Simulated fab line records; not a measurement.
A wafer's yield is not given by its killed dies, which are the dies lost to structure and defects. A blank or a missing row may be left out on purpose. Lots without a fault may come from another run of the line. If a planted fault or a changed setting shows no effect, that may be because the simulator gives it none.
Chamber matching || flow n5Finfet || N5_BEOL_M8_VIA_ETCH_34 on rieDiel-01 has 4 sister chambers
The step etches SiCOH lowk in C4F6/O2, target depth 125.5 nm, time 50.5 s. 20 wafers are shown with their chamber, then 10 later ones without.

EACH WAFER AND ITS CHAMBER
{"wafer": "L076.2", "chamber": 2, "drypumpMotorCurrentA (A)": 4.9, "rfVppV (V)": 677, "showerheadPlenumPTorr (Torr)": 2.83}
{"wafer": "L076.4", "chamber": 0, "drypumpMotorCurrentA (A)": 5.6, "rfVppV (V)": 640, "showerheadPlenumPTorr (Torr)": 2.94}
{"wafer": "L076.6", "chamber": 2, "drypumpMotorCurrentA (A)": 4.8, "rfVppV (V)": 676, "showerheadPlenumPTorr (Torr)": 2.83}
{"wafer": "L075.2", "chamber": 1, "drypumpMotorCurrentA (A)": 6.1, "rfVppV (V)": 646, "showerheadPlenumPTorr (Torr)": 2.85}
{"wafer": "L075.3", "chamber": 0, "drypumpMotorCurrentA (A)": 5.6, "rfVppV (V)": 640, "showerheadPlenumPTorr (Torr)": 2.94}
{"wafer": "L075.4", "chamber": 2, "drypumpMotorCurrentA (A)": 4.8, "rfVppV (V)": 675, "showerheadPlenumPTorr (Torr)": 2.83}
{"wafer": "L079.1", "chamber": 3, "drypumpMotorCurrentA (A)": 5.2, "rfVppV (V)": 669, "showerheadPlenumPTorr (Torr)": 2.82}
{"wafer": "L079.4", "chamber": 3, "drypumpMotorCurrentA (A)": 5.2, "rfVppV (V)": 668, "showerheadPlenumPTorr (Torr)": 2.82}
{"wafer": "L079.6", "chamber": 2, "drypumpMotorCurrentA (A)": 4.8, "rfVppV (V)": 676, "showerheadPlenumPTorr (Torr)": 2.83}
{"wafer": "L084.2", "chamber": 1, "drypumpMotorCurrentA (A)": 6.1, "rfVppV (V)": 647, "showerheadPlenumPTorr (Torr)": 2.84}
{"wafer": "L084.4", "chamber": 1, "drypumpMotorCurrentA (A)": 6.1, "rfVppV (V)": 645, "showerheadPlenumPTorr (Torr)": 2.84}
{"wafer": "L084.5", "chamber": 2, "drypumpMotorCurrentA (A)": 4.8, "rfVppV (V)": 675, "showerheadPlenumPTorr (Torr)": 2.82}
{"wafer": "L085.2", "chamber": 1, "drypumpMotorCurrentA (A)": 6.1, "rfVppV (V)": 647, "showerheadPlenumPTorr (Torr)": 2.84}
{"wafer": "L085.4", "chamber": 0, "drypumpMotorCurrentA (A)": 5.6, "rfVppV (V)": 640, "showerheadPlenumPTorr (Torr)": 2.94}
{"wafer": "L085.6", "chamber": 2, "drypumpMotorCurrentA (A)": 4.8, "rfVppV (V)": 674, "showerheadPlenumPTorr (Torr)": 2.82}
{"wafer": "L082.1", "chamber": 0, "drypumpMotorCurrentA (A)": 5.6, "rfVppV (V)": 641, "showerheadPlenumPTorr (Torr)": 2.94}
{"wafer": "L082.4", "chamber": 0, "drypumpMotorCurrentA (A)": 5.6, "rfVppV (V)": 641, "showerheadPlenumPTorr (Torr)": 2.94}
{"wafer": "L082.6", "chamber": 2, "drypumpMotorCurrentA (A)": 4.8, "rfVppV (V)": 676, "showerheadPlenumPTorr (Torr)": 2.82}
{"wafer": "L086.4", "chamber": 1, "drypumpMotorCurrentA (A)": 6.1, "rfVppV (V)": 646, "showerheadPlenumPTorr (Torr)": 2.84}
{"wafer": "L086.5", "chamber": 0, "drypumpMotorCurrentA (A)": 5.6, "rfVppV (V)": 640, "showerheadPlenumPTorr (Torr)": 2.94}

SIGNATURES (means of the wafers above)
{"reading": "drypumpMotorCurrentA", "chamber 0": 5.600, "chamber 1": 6.100, "chamber 2": 4.814, "chamber 3": 5.200, "scatter within a chamber": 0.0231}
{"reading": "rfVppV", "chamber 0": 640.33, "chamber 1": 646.20, "chamber 2": 675.57, "chamber 3": 668.50, "scatter within a chamber": 0.804}
{"reading": "showerheadPlenumPTorr", "chamber 0": 2.9400, "chamber 1": 2.8420, "chamber 2": 2.8257, "chamber 3": 2.8200, "scatter within a chamber": 0.00396}
Rule: distance of a wafer from a chamber = root of the sum over the readings of ((wafer's reading minus chamber's mean) / reading's scatter) squared. If the next closest chamber is less than 2 further off than the closest, the wafer can't be placed; otherwise it belongs to the closest. The scatter: take each reading less its chamber's mean, square it, sum over the shown wafers, divide by the number of wafers less the number of chambers, and take the root.

WAFERS WHOSE CHAMBER IS MISSING
{"wafer": "L086.6", "drypumpMotorCurrentA (A)": 6.2, "rfVppV (V)": 646, "showerheadPlenumPTorr (Torr)": 2.84}
{"wafer": "L088.1", "drypumpMotorCurrentA (A)": 5.2, "rfVppV (V)": 669, "showerheadPlenumPTorr (Torr)": 2.81}
{"wafer": "L088.2", "drypumpMotorCurrentA (A)": 4.8, "rfVppV (V)": 675, "showerheadPlenumPTorr (Torr)": 2.82}
{"wafer": "L088.6", "drypumpMotorCurrentA (A)": 4.8, "rfVppV (V)": 675, "showerheadPlenumPTorr (Torr)": 2.82}
{"wafer": "L093.1", "drypumpMotorCurrentA (A)": 5.6, "rfVppV (V)": 640, "showerheadPlenumPTorr (Torr)": 2.93}
{"wafer": "L093.3", "drypumpMotorCurrentA (A)": 4.8, "rfVppV (V)": 675, "showerheadPlenumPTorr (Torr)": 2.82}
{"wafer": "L093.5", "drypumpMotorCurrentA (A)": 4.8, "rfVppV (V)": 674, "showerheadPlenumPTorr (Torr)": 2.82}
{"wafer": "L094.1", "drypumpMotorCurrentA (A)": 5.2, "rfVppV (V)": 669, "showerheadPlenumPTorr (Torr)": 2.81}
{"wafer": "L094.2", "drypumpMotorCurrentA (A)": 6.1, "rfVppV (V)": 645, "showerheadPlenumPTorr (Torr)": 2.84}
{"wafer": "L094.5", "drypumpMotorCurrentA (A)": 6.1, "rfVppV (V)": 646, "showerheadPlenumPTorr (Torr)": 2.84}

WHICH CHAMBER EACH WENT THROUGH
{"wafer": "L086.6", "from the rows above": 1, "in truth": 1}
{"wafer": "L088.1", "from the rows above": 3, "in truth": 3}
{"wafer": "L088.2", "from the rows above": 2, "in truth": 2}
{"wafer": "L088.6", "from the rows above": 2, "in truth": 2}
{"wafer": "L093.1", "from the rows above": 0, "in truth": 0}
{"wafer": "L093.3", "from the rows above": 2, "in truth": 2}
{"wafer": "L093.5", "from the rows above": 2, "in truth": 2}
{"wafer": "L094.1", "from the rows above": 3, "in truth": 3}
{"wafer": "L094.2", "from the rows above": 1, "in truth": 1}
{"wafer": "L094.5", "from the rows above": 1, "in truth": 1}
10 of 10 placed correctly. Number that these rows cannot place: 0. 0 placed wrongly.
